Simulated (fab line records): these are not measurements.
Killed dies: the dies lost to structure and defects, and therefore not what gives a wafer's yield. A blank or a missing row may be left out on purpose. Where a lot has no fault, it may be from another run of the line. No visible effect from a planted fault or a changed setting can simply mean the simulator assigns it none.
Chamber matching ; flow n5_finfet ; N5_BEOL_M5_ETCH_75 on rie_diel-01: 4 sister chambers
The step etches underlayer in N2/H2, target depth 6.5 nm, time 5.2 s. 14 wafers are shown with their chamber, then 7 later ones without.

== WAFERS WITH THEIR CHAMBER ==
wafer;chamber;showerhead_plenum_p_Torr (Torr);drypump_motor_current_A (A);oes_product_au (a.u.)
L076.4;3;2.45;6.3;0.63
L076.5;2;2.47;5.7;0.75
L076.6;1;2.39;5.7;0.57
L079.1;1;2.39;5.7;0.57
L079.4;2;2.47;5.6;0.73
L079.5;0;2.52;6.0;0.63
L081.2;0;2.52;6.0;0.62
L081.3;1;2.39;5.7;0.57
L081.6;1;2.39;5.7;0.56
L088.4;0;2.52;6.0;0.62
L088.5;3;2.44;6.3;0.62
L088.6;2;2.46;5.6;0.73
L086.2;2;2.46;5.6;0.72
L086.3;3;2.44;6.4;0.62

SIGNATURES (means of the wafers above)
reading;chamber 0;chamber 1;chamber 2;chamber 3;scatter within a chamber
showerhead_plenum_p_Torr;2.5200;2.3900;2.4650;2.4433;0.00408
drypump_motor_current_A;6.000;5.700;5.625;6.333;0.0376
oes_product_au;0.6233;0.5675;0.7325;0.6233;0.00827
Rule: a wafer lies at a distance from a chamber equal to the root of the sum of squares, over the readings, of (its reading less the chamber's mean, divided by the reading's scatter). If the next closest chamber is less than 2 further off than the closest, the wafer can't be placed; otherwise it belongs to the closest. The scatter is the square root of a quotient: the sum, over the shown wafers, of each reading's squared deviation from its chamber's mean, divided by wafers minus chambers.

== WAFERS WITHOUT THEIR CHAMBER ==
wafer;showerhead_plenum_p_Torr (Torr);drypump_motor_current_A (A);oes_product_au (a.u.)
L086.6;2.46;5.6;0.72
L087.1;2.70;5.7;0.83
L087.5;2.44;6.3;0.62
L087.6;2.46;5.7;0.72
L092.1;2.70;5.7;0.82
L092.2;2.51;6.1;0.61
L092.3;2.44;6.3;0.61

== THE CHAMBER EACH PASSED THROUGH ==
wafer;from the rows above;in truth
L086.6;2;2
L087.1;0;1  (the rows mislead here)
L087.5;3;3
L087.6;2;2
L092.1;0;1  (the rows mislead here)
L092.2;0;0
L092.3;3;3
5 of 7 placed correctly. Can't be placed from these rows: 0. Placed wrongly: 2.
